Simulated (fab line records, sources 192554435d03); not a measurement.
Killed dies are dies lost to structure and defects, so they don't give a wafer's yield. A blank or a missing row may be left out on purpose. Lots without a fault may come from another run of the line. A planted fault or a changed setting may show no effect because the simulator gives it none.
A struck lot beside a sound one | flow n5_finfet | 23 steps out of a route of 1938
Sound: wafers L828.4, L828.5, L828.6. Struck: wafers L832.1, L832.2, L832.4. The cause comes at the end.
At each step with rows: each side's tool, then ch and its chambers, then its first start. Under that, the readings that differ: sound wafers | struck wafers | difference of the means | sigmas: that difference in standard deviations of wafers without a fault.
alike: readings whose means differ by less than 2 such deviations, and words and numbers that are the same on both sides. not compared: withheld readings, readings that some wafer has no value for, bounds like >300 that may hide the same value, and numbers for which the record gives no deviation and whose values overlap.
The two part at a step that has a row with sigmas, a row that says differs or no value, or rows on one side only. Numbers that don't overlap but have no deviation are shown without sigmas and don't part them. A reading that every wafer of one side lacks parts them only if that side has two wafers or more.

first, 8 steps without rows for these wafers: N5_BEOL_M9_ANNEAL_51 (time 90 s); N5_BEOL_M9_CMP_52 (polishes, stops on SiCOH lowk, t overpolish 7 s, target thk 140 nm); N5_BEOL_M9_PRE_CLEAN_55 (time 15 s); N5_BEOL_M9_DEP_56 (deposits SiCN from 3MS/NH3, target thk 15 nm, time 26.5 s); N5_BEOL_M10_ILD_DEP_00 (deposits SiCOH lowk from DEMS/porogen, target thk 308.51 nm, time 58 s); N5_BEOL_M10_CURE_71 (cures SiCOH lowk, time 240 s); N5_BEOL_M10_PECVD_70 (deposits SiO2 from TEOS/O2, target thk 20 nm, time 22.7 s); N5_BEOL_M10_HM_DEP_02 (deposits TiN, target thk 20 nm).
N5_BEOL_M10_COAT_59: time 60 s, resist thk 100 nm.
  sound on litho_track-05 ch 0, day 11 20:59; struck on litho_track-05 ch 0, day 13 16:16
  reading                                   | sound                | struck               | difference | sigmas
  spin_speed_rpm (rpm)                      | 1500.8 1499.2 1498.9 | 1658.2 1657.6 1656.8 | +157.9     | +99 or more
  model.SOC_of_BEOL_M10_COAT_59.thk_nm (nm) | 100.2 100 100        | 94.6 94.6 94.6       | -5.5       |
then, 9 steps without rows for these wafers: N5_BEOL_M10_COAT_60 (time 60 s, resist thk 30 nm); N5_BEOL_M10_COAT_05 (resist thk 90 nm); N5_BEOL_M10_EBR_07; N5_BEOL_M10_SOFTBAKE_06 (time 60 s); N5_BEOL_M10_EXPOSE_08 (exposes mask M10); N5_BEOL_M10_PEB_09 (peb time 60 s); N5_BEOL_M10_DEVELOP_10 (develop time 30 s); N5_BEOL_M10_DESCUM_16 (chemistry O2, time 7.9 s); N5_BEOL_M10_ETCH_61 (etches SiARC in CF4, target depth 39 nm, time 65 s).
N5_BEOL_M10_ETCH_62: etches SOC in N2/H2, target depth 110 nm, overetch 22 nm, time 165 s.
  sound on rie_diel-01 ch 0,2,3, day 11 21:32; struck on rie_diel-03 ch 0,1,2, day 13 16:52
  reading                  | sound             | struck            | difference | sigmas
  model.etch.depth_nm (nm) | 100.1 99.94 100.1 | 94.64 94.59 94.59 | -5.44      |
  alike: drypump_motor_current_A, oes_product_au, rf_vpp_V, showerhead_plenum_p_Torr, throttle_valve_pct
  not compared: rf_hours_counter_h
then, 2 steps without rows for these wafers: N5_BEOL_M10_STRIP_68 (strips in N2/H2); N5_BEOL_M10_STRIP_67 (strips in CF4).
N5_BEOL_M10_HM_OPEN_17: chemistry Cl2/BCl3, target TiN, target depth 20 nm, overetch 6 nm.
  sound on rie_metal-03 ch 0,1, day 11 21:45; struck on rie_metal-03 ch 0,1, day 13 17:03
  reading                                   | sound    | struck         | difference | sigmas
  model.SOC_of_BEOL_M10_COAT_59.thk_nm (nm) | 92 92 92 | 86.6 86.6 86.6 | -5.4       |
  alike: drypump_motor_current_A, oes_ar_750_au, oes_product_au, throttle_valve_pct
  not compared: rf_hours_counter_h
then, 1 step without rows for these wafers: N5_BEOL_M10_STRIP_19 (strips in O2).

WHERE THEY PART
Only at N5_BEOL_M10_COAT_59, within this record. Later steps at which nothing parts them and some readings are alike: N5_BEOL_M10_ETCH_62, N5_BEOL_M10_HM_OPEN_17.

WHY: what the simulator had put in
Process parameter drift: litho_track-05, from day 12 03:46 on, at N5_BEOL_M10_COAT_59. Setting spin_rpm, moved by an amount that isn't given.
